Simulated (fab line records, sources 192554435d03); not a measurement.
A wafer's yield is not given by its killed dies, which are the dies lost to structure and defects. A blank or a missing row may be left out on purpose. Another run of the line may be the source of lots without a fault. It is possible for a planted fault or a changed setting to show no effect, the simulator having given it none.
Which tool is to blame?    flow n5 finfet    Sampling: 8 lots, 24 wafers, 7 of 1938 route steps

== WHAT THE GAUGES SHOWED, per wafer ==
N5_SD_EPI_N_EPI_MEAS_23. Usual: 59.1 nm for thk nm, sd 1.1.
lot   measured     on             thk nm (nm)     flag
L475  day 3 10:13  film metro-02  60.0 59.4 59.9  
L478  day 4 03:50  film metro-01  58.9 59.2 58.5  
L479  day 4 09:58  film metro-01  59.7 59.0 58.4  
L487  day 6 18:06  film metro-02  64.0 57.5 63.4  
L489  day 7 01:30  film metro-01  59.1 63.9 63.4  
L492  day 7 23:22  film metro-02  56.8 58.1 60.3  
L494  day 8 07:22  film metro-02  59.6 59.0 60.2  
L497  day 9 01:02  film metro-02  60.0 57.6 58.3  

N5_SD_ACTIVATION_RS_MEAS_03: the measuring method here is four-point-probe. Usual: RS_SD_N 21.94 ohm/sq, standard deviation 0.29; RS_SD_P 56.0 ohm/sq, standard deviation 0.98.
lot   measured     on             RS_SD_N (ohm/sq)   RS_SD_P (ohm/sq)  flag
L475  day 3 15:43  film metro-01  21.68 21.47 21.59  56.5 56.0 56.4    
L478  day 4 09:10  film metro-02  21.94 21.96 21.91  57.5 57.0 57.6    
L479  day 4 15:30  film metro-02  21.91 22.41 22.44  55.6 56.4 55.3    
L487  day 6 23:49  film metro-02  20.28 22.13 20.48  55.9 55.2 55.8    OFF
L489  day 7 07:01  film metro-01  21.87 20.32 20.20  56.4 56.8 56.3    OFF
L492  day 8 05:17  film metro-02  22.17 22.30 21.94  56.8 56.2 56.7    
L494  day 8 12:35  film metro-01  21.86 21.75 21.80  53.1 53.4 53.7    
L497  day 9 06:25  film metro-02  21.80 21.88 21.95  56.0 56.2 55.8    

N5_BEOL_M4_RC_MEAS_101. Usual: DIBL_N 36.2 mV/V, standard deviation 1.6; DIBL_P 36.1 mV/V, standard deviation 2; IOFF_N 0.16 nA/um, standard deviation 0.032; IOFF_P 0.22 nA/um, standard deviation 0.036; ION_N 672 uA/um, standard deviation 11; ION_P 463 uA/um, standard deviation 7.5; RS_SD_N 28.4 ohm/sq, standard deviation 0.4; SS_N 71.4 mV/dec, standard deviation 0.58; SS_P 73.2 mV/dec, standard deviation 0.67; VT_N 250 mV, standard deviation 3.3; VT_P -250 mV, standard deviation 3.3.
lot   measured      on         DIBL_N (mV/V)   DIBL_P (mV/V)   IOFF_N (nA/um)  IOFF_P (nA/um)  ION_N (uA/um)  ION_P (uA/um)  RS_SD_N (ohm/sq)  SS_N (mV/dec)   SS_P (mV/dec)   VT_N (mV)    VT_P (mV)       flag
L475  day 8 07:29   prober-01  35.8 33.8 35.6  35.9 32.6 34.7  0.15 0.11 0.15  0.24 0.19 0.22  678 659 672    477 464 470    28.1 27.7 27.9    71.1 70.3 71.3  73.3 72.6 72.8  249 253 248  -246 -251 -247  
L478  day 9 05:44   prober-01  38.3 35.9 36.2  35.2 32.5 33.4  0.17 0.13 0.13  0.21 0.18 0.19  679 662 671    465 458 460    28.5 28.8 28.3    71.6 71.3 71.5  73.2 71.8 72.3  248 248 251  -249 -251 -250  
L479  day 9 08:32   prober-01  37.3 36.5 34.3  36.4 34.5 33.2  0.17 0.17 0.13  0.23 0.20 0.18  673 678 668    467 459 457    28.2 28.8 28.9    71.5 71.8 70.1  73.2 72.7 72.1  250 247 249  -247 -249 -250  
L487  day 11 13:42  prober-02  37.5 39.5 37.5  39.2 41.9 39.3  0.22 0.26 0.21  0.26 0.31 0.25  681 693 692    463 475 472    26.6 28.6 26.3    71.8 73.1 71.6  74.1 74.5 74.0  243 243 245  -250 -246 -250  OFF
L489  day 12 06:14  prober-02  35.3 41.1 36.6  35.2 40.7 37.4  0.15 0.29 0.17  0.20 0.29 0.23  676 700 676    465 466 466    28.4 26.0 26.0    71.4 73.2 71.1  73.8 74.8 73.8  248 239 247  -251 -247 -247  OFF
L492  day 12 22:08  prober-02  34.9 32.7 37.0  35.6 32.1 37.2  0.14 0.12 0.19  0.23 0.18 0.27  668 677 681    463 467 472    28.4 28.7 28.3    71.3 70.6 71.7  73.1 72.5 73.3  253 251 245  -246 -248 -244  
L494  day 13 17:14  prober-02  40.5 37.6 38.3  38.1 34.2 34.9  0.21 0.15 0.16  0.27 0.20 0.20  666 660 653    462 462 457    28.5 28.5 28.5    71.8 71.4 71.7  73.7 72.6 72.8  246 250 251  -247 -250 -250  
L497  day 15 03:51  prober-02  38.7 36.5 34.7  39.5 37.2 35.7  0.20 0.16 0.13  0.25 0.22 0.20  694 679 661    469 470 465    28.3 28.4 28.7    72.4 72.2 71.4  73.6 73.4 72.2  244 250 252  -246 -247 -252  

== WHICH TOOL RAN EACH LOT (tool, then ch and the chambers of the sampled wafers, then the start) ==
lot   N5_SD_EPI_N_DESCUM_14              N5_SD_EPI_N_ETCH_35                N5_SD_EPI_N_VAPOR_ETCH_50       N5_SD_EPI_N_EPI_21
L475  rie diel-01 ch 1,2,3, day 3 06:35  rie diel-01 ch 1,2,3, day 3 06:41  epi rpcvd-02 ch 0, day 3 08:19  epi rpcvd-02 ch 0, day 3 08:30
L478  rie diel-06 ch 1,2,3, day 4 00:13  rie diel-06 ch 1,2,3, day 4 00:19  epi rpcvd-01 ch 0, day 4 02:00  epi rpcvd-01 ch 0, day 4 02:41
L479  rie diel-06 ch 0,1,2, day 4 06:35  rie diel-06 ch 0,1,2, day 4 06:40  epi rpcvd-01 ch 0, day 4 08:07  epi rpcvd-01 ch 0, day 4 08:32
L487  rie diel-01 ch 0,1,2, day 6 14:43  rie diel-01 ch 0,1,2, day 6 14:48  epi rpcvd-01 ch 0, day 6 16:14  epi rpcvd-01 ch 0, day 6 16:40
L489  rie diel-01 ch 0,2,3, day 6 22:07  rie diel-01 ch 0,2,3, day 6 22:12  epi rpcvd-01 ch 0, day 6 23:37  epi rpcvd-01 ch 0, day 6 23:47
L492  rie diel-01 ch 0,1,3, day 7 19:00  rie diel-01 ch 0,1,3, day 7 19:05  epi rpcvd-04 ch 0, day 7 20:50  epi rpcvd-04 ch 0, day 7 21:05
L494  rie diel-01 ch 0,3, day 8 03:44    rie diel-01 ch 0,3, day 8 03:50    epi rpcvd-02 ch 0, day 8 05:30  epi rpcvd-02 ch 0, day 8 05:56
L497  rie diel-02 ch 0,2,3, day 8 20:54  rie diel-02 ch 0,2,3, day 8 20:59  epi rpcvd-02 ch 0, day 8 22:31  epi rpcvd-02 ch 0, day 8 22:46
- N5_SD_EPI_N_DESCUM_14: chemistry O2, time 7.9 s.
- N5_SD_EPI_N_ETCH_35: etches SOC in N2/H2, overetch 108 nm, time 486 s.
- N5_SD_EPI_N_VAPOR_ETCH_50: etches Si in HCl, time 54 s.
- N5_SD_EPI_N_EPI_21: deposits Si:P, time 690 s.

== WHAT THE TOOLS THEMSELVES READ (means of the sampled wafers that have a number; where no wafer has one, the mark that the record gives instead) ==
N5_SD_EPI_N_DESCUM_14. Usual: drypump motor current A 5.7 A, standard deviation 0.54; oes product au 0.79 a.u., standard deviation 0.1; rf vpp V 242.8 V, standard deviation 1.2; showerhead plenum p Torr 2.07 Torr, standard deviation 0.057; throttle valve pct 20.44 %, standard deviation 0.25.
lot   tool         drypump motor current A (A)  oes product au (a.u.)  rf vpp V (V)  showerhead plenum p Torr (Torr)  throttle valve pct (%)  flag
L475  rie diel-01  5.9                          0.71                   243.2         2.08                             20.67                   
L478  rie diel-06  5.2                          0.82                   243.8         2.11                             20.35                   
L479  rie diel-06  5.3                          0.82                   241.9         2.08                             20.50                   
L487  rie diel-01  6.0                          0.72                   243.4         2.07                             20.50                   
L489  rie diel-01  5.7                          0.82                   242.9         2.08                             20.38                   
L492  rie diel-01  6.3                          0.90                   242.9         2.07                             20.41                   
L494  rie diel-01  6.1                          0.88                   243.2         2.07                             20.45                   
L497  rie diel-02  5.9                          0.79                   243.0         2.06                             20.30                   

N5_SD_EPI_N_ETCH_35. Usual: drypump motor current A 5.7 A, standard deviation 0.54; oes product au 0.71 a.u., standard deviation 0.089; rf vpp V 240.4 V, standard deviation 1.1; showerhead plenum p Torr 2.51 Torr, standard deviation 0.069; throttle valve pct 23.83 %, standard deviation 0.22.
lot   tool         drypump motor current A (A)  oes product au (a.u.)  rf vpp V (V)  showerhead plenum p Torr (Torr)  throttle valve pct (%)  flag
L475  rie diel-01  6.0                          0.63                   240.4         2.51                             24.00                   
L478  rie diel-06  5.2                          0.73                   240.8         2.56                             23.65                   
L479  rie diel-06  5.3                          0.73                   241.3         2.52                             23.89                   
L487  rie diel-01  5.9                          0.65                   240.7         2.51                             23.94                   
L489  rie diel-01  5.7                          0.73                   240.5         2.52                             23.76                   
L492  rie diel-01  6.3                          0.81                   239.6         2.51                             23.74                   
L494  rie diel-01  6.0                          0.78                   240.5         2.51                             23.69                   
L497  rie diel-02  5.9                          0.71                   240.6         2.52                             23.89                   

N5_SD_EPI_N_VAPOR_ETCH_50. Usual: 12.0 % for throttle valve pct, sd 0.36.
lot   tool          throttle valve pct (%)  flag
L475  epi rpcvd-02  12.7                    
L478  epi rpcvd-01  11.8                    
L479  epi rpcvd-01  11.7                    
L487  epi rpcvd-01  11.7                    
L489  epi rpcvd-01  11.7                    
L492  epi rpcvd-04  11.7                    
L494  epi rpcvd-02  12.4                    
L497  epi rpcvd-02  12.4                    

== THE ANSWER, worked out from the rows above alone ==
Rule: lot off if the mean of its wafers having a number is beyond 3 standard deviations from the usual mean. Also off: a lot with no number at a reading for which 4 or more lots have one. Any other lot the step has rows for is counted as sound. After the gauges, taken in route order, come the tools' own readings; for these a lot's mean is taken, as printed above. At the first step where some lot is off, the reading lying furthest off is the one used; lots without a number count as furthest.
Off: at N5_SD_ACTIVATION_RS_MEAS_03 (RS_SD_N), L487, L489.
If a tool, at a process step before that reading, ran all the lots that are off and no sound lot after the first of them, it fits. Not tried: the gauges at N5_SD_ACTIVATION_RS_MEAS_03; whatever is off there is also off at N5_BEOL_M4_RC_MEAS_101, on other tools, and gauge error can't account for it. One fits: epi rpcvd-01 at N5_SD_EPI_N_VAPOR_ETCH_50 and N5_SD_EPI_N_EPI_21. At N5_SD_EPI_N_VAPOR_ETCH_50 its last sound lot is L479 (day 4 08:07), its first lot that is off L487 (day 6 16:14): a fault that began between those two fits.

== WHAT THE SIMULATOR HAD PUT IN ==
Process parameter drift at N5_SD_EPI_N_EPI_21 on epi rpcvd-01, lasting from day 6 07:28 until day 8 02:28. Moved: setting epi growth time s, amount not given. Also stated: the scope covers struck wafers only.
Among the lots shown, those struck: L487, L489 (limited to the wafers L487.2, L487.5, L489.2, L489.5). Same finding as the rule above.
